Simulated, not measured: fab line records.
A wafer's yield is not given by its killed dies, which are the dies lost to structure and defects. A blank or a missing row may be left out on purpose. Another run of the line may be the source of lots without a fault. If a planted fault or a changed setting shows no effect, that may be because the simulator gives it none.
fab line records	flow nand_harc	part 1 of 2: steps 1 to 4 of 6
[record] lots = 23	wafers = 69	last_day = 24
route steps=1159 shown P_BONDPAD@381 A_STAIRCASE@531
lots that met no fault: from a run of the same line without faults
start_h: hours from the record's opening day to when the first of the lot's shown wafers began	wait_h: hours from the lot's prior step to this one	" identical to the entry in the row above	L1.1+2: a single row standing in for several wafers	- either no value or no given start	* or withheld: withheld	< > ~ a bound
route shown NAME@n: NAME is a module with steps in the file, n the number in the route of the first one	usual: mean/standard deviation taken from wafers without a fault	same: alike in all rows	chamber/n: place in a boat	sites: the reading at each site	_std_site: standard deviation across them	_edge_site: outer sites' mean less inner sites'	radius_mm: for every site, how far away it sits from the centre of the wafer	mask NAME#n: copy n	behind: the most recent tool/chamber to have shaped the wafer	hold: cause of the lot's hold/its duration in hours/its outcome	device: the n, p or np transistor that did not switch	end of line: at the end of the route, the tests of the same wafers	a step without rows: its recipe alone	killed: dies lost to structure and defects at the first sort, not the wafer's yield	map: a wafer's dies, x killed, . not, _ none there
set.NAME: the setting that was run; set.NAME@STEP: the one run at that earlier step	model.NAME: the simulator's own value behind a step, which no gauge read
route steps across a sampled set of lots; one table per step, one row per wafer
services: from which hour (start_h, from the record's first day; less than 0 if before it) a tool's chamber was out of use, for how many hours, and why
[[steps]]
[step NHARC_P_BONDPAD_THK_MEAS_20]
[recipe] thk_meas_gauge = xrf
[usual] thk_nm = 161.2/1.7
lot.wafer	tool	chamber	start_h	wait_h	thk_nm
L074.2	film_metro-02	-	122.53	-	160.7
L074.4	"	-	"	"	158.2
L074.6	"	-	"	"	160.8
L075.1	film_metro-02	-	144.75	-	162.5
L075.3	"	-	"	"	160.9
L075.6	"	-	"	"	165.2
L076.1	film_metro-02	-	145.07	-	159.5
L076.2	"	-	"	"	161.8
L076.6	"	-	"	"	160.5
L077.2	film_metro-02	-	155.39	-	159.4
L077.4	"	-	"	"	159.9
L077.5	"	-	"	"	164.4
L078.1	film_metro-02	-	159.51	-	159.4
L078.5	"	-	"	"	159.9
L078.6	"	-	"	"	162.9
L079.1	film_metro-02	-	160.18	-	159.4
L079.4	"	-	"	"	158.2
L079.6	"	-	"	"	160.3
L080.1	film_metro-02	-	164.73	-	161.1
L080.2	"	-	"	"	161.6
L080.4	"	-	"	"	160.0
L081.2	film_metro-01	-	173.93	-	158.8
L081.4	"	-	"	"	162.9
L081.6	"	-	"	"	161.1
L082.4	film_metro-01	-	175.23	-	159.4
L082.5	"	-	"	"	162.4
L082.6	"	-	"	"	164.3
L083.2	film_metro-01	-	184.03	-	160.3
L083.5	"	-	"	"	161.8
L083.6	"	-	"	"	160.2
L087.1	film_metro-02	-	205.77	-	160.2
L087.5	"	-	"	"	159.8
L087.6	"	-	"	"	159.8
L086.1	film_metro-01	-	206.54	-	162.9
L086.2	"	-	"	"	160.2
L086.5	"	-	"	"	159.7
L085.2	film_metro-01	-	207.04	-	162.7
L085.3	"	-	"	"	159.0
L085.5	"	-	"	"	163.9
L089.2	film_metro-01	-	223.31	-	161.3
L089.5	"	-	"	"	161.6
L089.6	"	-	"	"	159.9
L088.1	film_metro-02	-	225.08	-	162.3
L088.3	"	-	"	"	162.1
L088.6	"	-	"	"	164.4
L091.2	film_metro-02	-	225.37	-	163.4
L091.4	"	-	"	"	160.7
L091.6	"	-	"	"	161.5
L090.2	film_metro-02	-	229.97	-	161.0
L090.4	"	-	"	"	164.4
L090.5	"	-	"	"	158.8
L092.2	film_metro-02	-	235.97	-	161.2
L092.4	"	-	"	"	161.9
L092.6	"	-	"	"	159.9
L094.2	film_metro-02	-	255.09	-	161.9
L094.5	"	-	"	"	160.8
L094.6	"	-	"	"	163.2
L093.1	film_metro-02	-	255.40	-	162.8
L093.2	"	-	"	"	163.1
L093.6	"	-	"	"	162.0
L095.1	film_metro-01	-	257.34	-	163.0
L095.3	"	-	"	"	161.8
L095.6	"	-	"	"	162.0
L096.1	film_metro-02	-	261.08	-	163.4
L096.4	"	-	"	"	160.1
L096.5	"	-	"	"	163.6
L097.3	film_metro-01	-	262.01	-	162.4
L097.4	"	-	"	"	159.3
L097.6	"	-	"	"	163.3
[step NHARC_A_STAIRCASE_ETCH_169]
[recipe] target_depth_a = 500	time_s = 107.1	ion_energy_ev = 120	ch3f_flow_sccm = 50	o2_flow_sccm = 30	ar_flow_sccm = 200	rf_w = 500	bias_w = 100	chemistry = CH3F/O2
[usual] drypump_motor_current_A = 5.6/0.38	o2_flow_sccm = 30.01/0.085	oes_product_au = 0.949/0.024	rf_vpp_V = 244.8/1.6	showerhead_plenum_p_Torr = 2.49/0.11	throttle_valve_pct = 20.664/0.0087
lot.wafer	tool	chamber	start_h	wait_h	drypump_motor_current_A	o2_flow_sccm	oes_product_au	rf_hours_counter_h	rf_vpp_V	showerhead_plenum_p_Torr	throttle_valve_pct
L074.2	rie_diel-13	1	219.90	0.1	6.1	29.99	0.964	42	244.3	2.47	20.658
L074.6	"	0	"	"	5.9	29.99	0.977	-	242.7	2.29	20.669
L074.4	"	1	"	"	6.1	29.97	0.969	-	245.0	2.47	20.650
L076.2	rie_diel-13	3	243.66	0.1	5.5	30.03	0.923	49	241.9	2.30	20.661
L076.1	"	0	"	"	5.9	30.05	0.923	51	241.9	2.28	20.650
L076.6	"	0	"	"	5.9	30.05	0.926	-	242.8	2.28	20.662
L075.3	rie_diel-13	0	243.77	0.1	5.9	30.20	0.920	51	243.1	2.28	20.673
L075.1	"	3	"	"	5.5	29.97	0.918	49	242.8	2.30	20.655
L075.6	"	1	"	"	6.2	30.07	0.928	-	244.9	2.47	20.679
L079.4	rie_diel-06	3	256.76	0.1	4.8	29.88	0.948	1	244.9	2.57	20.665
L079.1	"	2	"	"	5.5	29.98	0.990	0	245.8	2.59	20.672
L079.6	"	3	"	"	4.8	29.95	0.948	-	245.4	2.57	20.685
L077.4	rie_diel-06	3	256.94	0.1	4.8	30.03	0.944	2	246.5	2.57	20.664
L077.2	"	1	"	"	5.7	30.00	0.931	1	244.4	2.40	20.653
L077.5	"	2	"	"	5.5	29.91	0.980	-	246.3	2.59	20.662
L078.1	rie_diel-06	1	261.80	0.1	5.7	30.14	0.960	2	244.9	2.40	20.670
L078.6	"	1	"	"	5.6	30.05	0.966	-	243.5	2.40	20.682
L078.5	"	2	"	"	5.5	30.02	1.007	-	245.5	2.59	20.672
L080.2	rie_diel-06	1	270.25	0.1	5.6	30.14	0.962	5	243.9	2.40	20.659
L080.1	"	2	"	"	5.5	30.01	0.988	4	246.0	2.59	20.682
L080.4	"	0	"	"	5.6	29.96	0.968	6	244.2	2.51	20.669
L082.4	rie_diel-07	3	277.32	0.1	5.8	29.89	0.982	17	245.1	2.51	20.660
L082.6	"	1	"	"	5.9	30.05	0.968	-	242.2	2.49	20.653
L082.5	"	2	"	"	6.3	30.04	0.953	-	247.4	2.65	20.674
L081.4	rie_diel-06	3	277.47	0.1	4.8	29.83	0.942	8	246.3	2.57	20.659
L081.2	"	2	"	"	5.5	29.87	0.980	6	246.5	2.59	20.668
L081.6	"	3	"	"	4.8	29.92	0.937	-	246.3	2.57	20.663
L083.2	rie_diel-13	1	288.09	0.1	6.2	30.16	0.920	2	243.9	2.46	20.665
L083.6	"	0	"	"	5.9	29.94	0.942	-	247.1	2.66	20.656
L083.5	"	1	"	"	6.1	30.09	0.926	-	245.2	2.46	20.665
L087.1	rie_diel-06	3	305.17	0.1	4.8	30.08	0.947	17	244.8	2.57	20.649
L087.6	"	0	"	"	5.6	30.06	0.978	-	245.5	2.51	20.655
L087.5	"	2	"	"	5.5	30.06	0.977	-	245.7	2.58	20.664
L086.1	rie_diel-06	2	308.84	0.1	5.5	30.00	0.980	16	245.9	2.58	20.672
L086.2	"	3	"	"	4.8	29.86	0.947	17	246.5	2.57	20.662
L086.5	"	0	"	"	5.6	30.05	0.967	-	245.1	2.51	20.663
L085.3	rie_diel-07	0	313.48	0.1	5.3	29.99	0.926	29	245.8	2.59	20.653
L085.2	"	1	"	"	5.9	29.88	0.930	28	244.2	2.48	20.667
L085.5	"	0	"	"	5.3	29.97	0.919	-	246.7	2.59	20.645
L089.2	rie_diel-06	0	320.95	0.1	5.6	30.02	0.960	25	245.3	2.50	20.660
L089.5	"	0	"	"	5.7	30.10	0.983	-	246.4	2.50	20.665
L089.6	"	1	"	"	5.7	30.15	0.978	-	241.8	2.39	20.676
L088.3	rie_diel-06	1	321.11	0.1	5.7	29.94	0.928	23	244.9	2.39	20.668
L088.1	"	0	"	"	5.6	30.15	0.958	25	244.7	2.50	20.656
L088.6	"	2	"	"	5.5	30.06	0.959	-	246.6	2.58	20.684
L091.2	rie_diel-13	3	324.59	0.1	5.5	29.99	0.943	14	242.1	2.29	20.648
L091.4	"	0	"	"	5.9	29.91	0.954	14	246.5	2.65	20.665
L091.6	"	2	"	"	5.3	30.07	0.923	-	243.1	2.42	20.659
L090.2	rie_diel-07	3	330.90	0.1	5.8	30.07	0.991	35	244.5	2.50	20.671
L090.4	"	1	"	"	5.8	30.05	0.942	34	246.1	2.48	20.679
L090.5	"	2	"	"	6.3	29.95	0.970	-	247.3	2.65	20.666
L092.2	rie_diel-13	3	334.23	0.6	5.5	30.09	0.925	19	243.1	2.28	20.664
L092.6	"	1	"	"	6.1	30.07	0.912	-	244.4	2.45	20.661
L092.4	"	3	"	"	5.5	30.02	0.923	-	241.5	2.28	20.669
L093.1	rie_diel-06	3	356.83	0.1	4.8	30.09	0.920	36	246.6	2.56	20.663
L093.2	"	0	"	"	5.6	30.00	0.926	37	244.2	2.50	20.669
L093.6	"	3	"	"	4.8	30.10	0.925	-	246.8	2.56	20.665
L094.2	rie_diel-13	3	357.07	0.1	5.5	30.06	0.968	26	241.7	2.28	20.665
L094.6	"	2	"	"	5.3	29.93	0.956	-	243.9	2.41	20.657
L094.5	"	3	"	"	5.5	29.90	0.961	-	240.8	2.28	20.667
L095.1	rie_diel-06	2	357.23	0.1	5.5	29.88	0.985	35	245.8	2.57	20.660
L095.3	"	3	"	"	4.8	30.00	0.984	37	245.8	2.56	20.674
L095.6	"	1	"	"	5.6	30.04	0.939	-	242.6	2.39	20.663
L096.1	rie_diel-07	1	364.89	0.1	5.9	30.10	0.949	48	244.0	2.47	20.660
L096.4	"	2	"	"	6.3	30.10	0.940	50	245.6	2.64	20.652
L096.5	"	2	"	"	6.3	30.11	0.931	-	247.0	2.64	20.661
L097.4	rie_diel-06	1	369.16	0.2	5.7	30.04	0.920	40	244.3	2.38	20.662
L097.3	"	3	"	"	4.8	30.06	0.944	42	244.3	2.56	20.673
L097.6	"	1	"	"	5.7	29.97	0.915	-	242.3	2.38	20.649
[step NHARC_A_STAIRCASE_ETCH_197]
[recipe] target_depth_a = 1000	time_s = 40.5	ion_energy_ev = 400	c4f8_flow_sccm = 20	o2_flow_sccm = 10	ar_flow_sccm = withheld	rf_w = 600	bias_w = 1000	chemistry = C4F8/O2
[usual] oes_product_au = 0.938/0.018	rf_vpp_V = 899/5.2
lot.wafer	tool	chamber	start_h	wait_h	oes_product_au	rf_hours_counter_h	rf_vpp_V
L074.2	rie_diel-07	2	-	-	0.916	61	885
L074.4	"	3	"	"	0.983	60	898
L074.6	"	1	"	"	0.924	-	897
L076.1	rie_diel-06	3	-	-	0.959	0	902
L076.2	"	0	"	"	0.954	0	898
L076.6	"	1	"	"	0.946	-	892
L075.1	rie_diel-07	0	-	-	0.922	5	902
L075.3	"	2	"	"	0.937	6	904
L075.6	"	0	"	"	0.940	-	904
L079.1	rie_diel-07	3	-	-	0.947	11	899
L079.4	"	1	"	"	0.932	10	898
L079.6	"	3	"	"	0.960	-	899
L077.4	rie_diel-13	1	-	-	0.928	59	896
L077.2	"	3	"	"	0.933	57	887
L077.5	"	2	"	"	0.913	-	896
L078.1	rie_diel-07	2	-	-	0.967	12	904
L078.5	"	1	"	"	0.951	-	896
L078.6	"	2	"	"	0.970	-	905
L080.2	rie_diel-07	1	-	-	0.917	16	897
L080.1	"	2	"	"	0.928	16	905
L080.4	"	3	"	"	0.962	17	898
L082.4	rie_diel-06	3	-	-	0.940	11	902
L082.6	"	0	"	"	0.964	-	898
L082.5	"	1	"	"	0.955	-	893
L081.4	rie_diel-06	1	-	-	0.939	13	894
L081.2	"	2	"	"	0.954	11	904
L081.6	"	0	"	"	0.941	-	898
L083.2	rie_diel-06	2	-	-	0.960	14	902
L083.6	"	3	"	"	0.940	-	901
L083.5	"	0	"	"	0.959	-	898
L087.1	rie_diel-13	3	-	-	0.931	7	888
L087.6	"	0	"	"	0.910	-	905
L087.5	"	1	"	"	0.903	-	896
L086.1	rie_diel-07	3	-	-	0.961	31	897
L086.2	"	1	"	"	0.934	29	898
L086.5	"	3	"	"	0.958	-	899
L085.2	rie_diel-13	3	-	-	0.943	12	886
L085.3	"	1	"	"	0.931	12	897
L085.5	"	3	"	"	0.948	-	887
L088.3	rie_diel-06	2	-	-	0.955	25	902
L088.1	"	3	"	"	0.938	27	902
L088.6	"	1	"	"	0.925	-	892
L089.2	rie_diel-07	1	-	-	0.924	34	898
L089.5	"	1	"	"	0.925	-	897
L089.6	"	2	"	"	0.918	-	905
L091.4	rie_diel-07	1	-	-	0.927	34	896
L091.2	"	2	"	"	0.940	36	906
L091.6	"	0	"	"	0.935	-	903
L090.2	rie_diel-06	1	-	-	0.935	30	893
L090.4	"	1	"	"	0.930	-	893
L090.5	"	3	"	"	0.938	-	901
L092.4	rie_diel-13	1	-	-	0.922	23	897
L092.2	"	0	"	"	0.919	23	907
L092.6	"	2	"	"	0.917	-	892
L094.2	rie_diel-13	1	-	-	0.893	31	895
L094.5	"	1	"	"	0.903	-	896
L094.6	"	2	"	"	0.909	-	892
L093.2	rie_diel-06	0	-	-	0.951	41	897
L093.1	"	1	"	"	0.925	39	893
L093.6	"	3	"	"	0.935	-	899
L095.1	rie_diel-07	0	-	-	0.950	46	900
L095.3	"	3	"	"	0.970	48	899
L095.6	"	1	"	"	0.955	-	897
L096.4	rie_diel-07	2	-	-	0.931	53	903
L096.1	"	3	"	"	0.964	51	897
L096.5	"	2	"	"	0.936	-	905
L097.4	rie_diel-13	3	-	-	0.947	34	887
L097.3	"	2	"	"	0.940	23	893
L097.6	"	3	"	"	0.946	-	887
[step NHARC_A_STAIRCASE_TRIM_226]
[recipe] time_s = 211.2	o2_flow_sccm = 500	ar_flow_sccm = 0	bias_w = 0	chemistry = O2
[usual] drypump_motor_current_A = 5.6/0.39	o2_flow_sccm = 499.8/1.4	oes_product_au = 0.995/0.012	rf_vpp_V = 57.8/0.87	showerhead_plenum_p_Torr = 3.58/0.14	throttle_valve_pct = 17.037/0.0088
lot.wafer	tool	chamber	start_h	wait_h	drypump_motor_current_A	o2_flow_sccm	oes_product_au	rf_hours_counter_h	rf_vpp_V	showerhead_plenum_p_Torr	throttle_valve_pct
L074.4	rie_diel-06	1	-	-	5.7	501.3	0.998	65	56.2	3.45	17.032
L074.2	"	3	"	"	4.8	497.8	0.991	60	57.1	3.69	17.038
L074.6	"	1	"	"	5.7	502.5	0.983	-	56.7	3.45	17.020
L075.1	rie_diel-06	0	-	-	5.7	499.0	0.993	1	58.3	3.60	17.035
L075.3	"	3	"	"	4.8	499.1	0.998	1	57.7	3.69	17.034
L075.6	"	1	"	"	5.7	500.9	0.988	-	57.1	3.45	17.039
L076.2	rie_diel-13	3	-	-	5.5	500.7	0.992	54	56.8	3.30	17.038
L076.1	"	0	"	"	5.9	498.0	0.987	57	56.8	3.28	17.042
L076.6	"	2	"	"	5.4	499.8	0.984	-	56.9	3.48	17.056
L079.4	rie_diel-13	2	-	-	5.4	500.2	0.980	61	57.7	3.48	17.043
L079.1	"	3	"	"	5.5	497.9	0.998	58	55.6	3.30	17.037
L079.6	"	0	"	"	5.9	499.2	0.981	-	56.6	3.28	17.054
L077.2	rie_diel-06	3	-	-	4.8	497.3	0.983	5	57.4	3.69	17.030
L077.4	"	2	"	"	5.5	500.7	1.020	3	58.9	3.71	17.039
L077.5	"	0	"	"	5.6	497.1	0.995	-	58.0	3.60	17.032
L078.1	rie_diel-07	1	-	-	5.8	503.1	0.986	13	57.1	3.57	17.041
L078.5	"	2	"	"	6.3	501.7	0.975	-	57.8	3.80	17.054
L078.6	"	3	"	"	5.8	498.9	1.022	-	58.7	3.60	17.029
L080.2	rie_diel-07	1	-	-	5.9	500.1	0.986	18	58.7	3.56	17.035
L080.4	"	2	"	"	6.3	500.4	0.985	19	57.6	3.80	17.045
L080.1	"	3	"	"	5.8	499.3	1.026	20	58.5	3.60	17.042
L082.4	rie_diel-06	3	-	-	4.8	502.3	0.979	13	58.4	3.68	17.032
L082.6	"	0	"	"	5.7	499.8	0.998	-	58.2	3.60	17.044
L082.5	"	1	"	"	5.7	498.1	0.987	-	58.0	3.44	17.036
L081.2	rie_diel-13	1	-	-	6.2	502.2	0.979	3	57.9	3.53	17.031
L081.6	"	0	"	"	5.9	498.6	0.993	-	58.2	3.81	17.052
L081.4	"	1	"	"	6.2	500.9	0.976	-	56.9	3.53	17.034
L083.2	rie_diel-06	2	-	-	5.5	501.5	1.020	15	56.4	3.70	17.053
L083.6	"	3	"	"	4.8	499.8	0.997	-	58.1	3.68	17.043
L083.5	"	0	"	"	5.7	499.7	1.001	-	57.4	3.60	17.040
L087.1	rie_diel-06	2	-	-	5.5	500.5	1.012	19	59.2	3.70	17.033
L087.6	"	2	"	"	5.5	501.1	1.013	-	57.9	3.70	17.058
L087.5	"	3	"	"	4.8	500.8	0.986	-	59.3	3.68	17.031
L086.1	rie_diel-06	0	-	-	5.6	497.8	1.012	24	56.9	3.59	17.038
L086.2	"	1	"	"	5.7	500.6	0.978	23	58.7	3.43	17.036
L086.5	"	2	"	"	5.5	502.0	1.023	-	58.5	3.70	17.016
L085.3	rie_diel-13	1	-	-	6.1	498.8	0.993	14	57.4	3.52	17.031
L085.2	"	2	"	"	5.4	500.9	0.992	10	57.8	3.47	17.028
L085.5	"	1	"	"	6.2	499.3	0.987	-	57.8	3.52	17.031
L088.3	rie_diel-06	1	-	-	5.7	498.2	0.982	28	57.8	3.43	17.039
L088.1	"	2	"	"	5.5	499.1	1.016	27	58.1	3.69	17.036
L088.6	"	2	"	"	5.5	499.0	1.009	-	59.1	3.69	17.054
L089.2	rie_diel-06	2	-	-	5.5	501.0	1.005	27	58.6	3.69	17.034
L089.5	"	3	"	"	4.8	500.3	0.998	-	57.3	3.67	17.045
L089.6	"	0	"	"	5.7	498.2	0.992	-	56.2	3.59	17.036
L091.2	rie_diel-06	3	-	-	4.8	501.1	1.004	30	56.7	3.67	17.043
L091.4	"	0	"	"	5.6	499.8	1.000	32	58.2	3.59	17.024
L091.6	"	2	"	"	5.5	498.9	1.008	-	58.1	3.69	17.038
L090.2	rie_diel-13	3	-	-	5.5	499.4	0.994	23	57.3	3.29	17.045
L090.4	"	0	"	"	5.9	500.6	0.994	23	57.6	3.79	17.031
L090.5	"	2	"	"	5.4	501.0	0.986	-	58.6	3.47	17.050
L092.2	rie_diel-13	0	-	-	5.9	498.1	0.990	24	58.3	3.79	17.030
L092.4	"	1	"	"	6.1	500.4	0.990	24	57.6	3.52	17.029
L092.6	"	0	"	"	5.9	499.9	0.993	-	58.2	3.79	17.041
L094.2	rie_diel-07	1	-	-	5.9	498.7	0.995	49	58.2	3.55	17.038
L094.6	"	3	"	"	5.8	498.6	1.000	-	56.7	3.58	17.021
L094.5	"	0	"	"	5.3	499.0	1.000	-	59.9	3.69	17.036
L093.2	rie_diel-07	0	-	-	5.3	500.7	0.998	48	57.6	3.69	17.026
L093.1	"	2	"	"	6.3	498.1	0.991	51	58.9	3.78	17.033
L093.6	"	0	"	"	5.3	497.6	1.000	-	57.6	3.69	17.049
L095.3	rie_diel-07	1	-	-	5.8	499.6	0.991	50	57.6	3.55	17.034
L095.1	"	3	"	"	5.8	501.8	1.029	50	58.6	3.58	17.046
L095.6	"	0	"	"	5.3	500.0	1.005	-	58.5	3.69	17.041
L096.1	rie_diel-06	0	-	-	5.7	500.8	1.004	45	58.6	3.58	17.040
L096.4	"	2	"	"	5.5	499.1	1.012	42	58.1	3.69	17.032
L096.5	"	1	"	"	5.6	498.5	0.972	-	57.2	3.42	17.033
L097.3	rie_diel-06	3	-	-	4.9	497.8	0.993	46	56.5	3.66	17.019
L097.4	"	0	"	"	5.7	500.0	0.995	47	58.4	3.58	17.036
L097.6	"	0	"	"	5.7	500.7	0.997	-	57.0	3.58	17.053
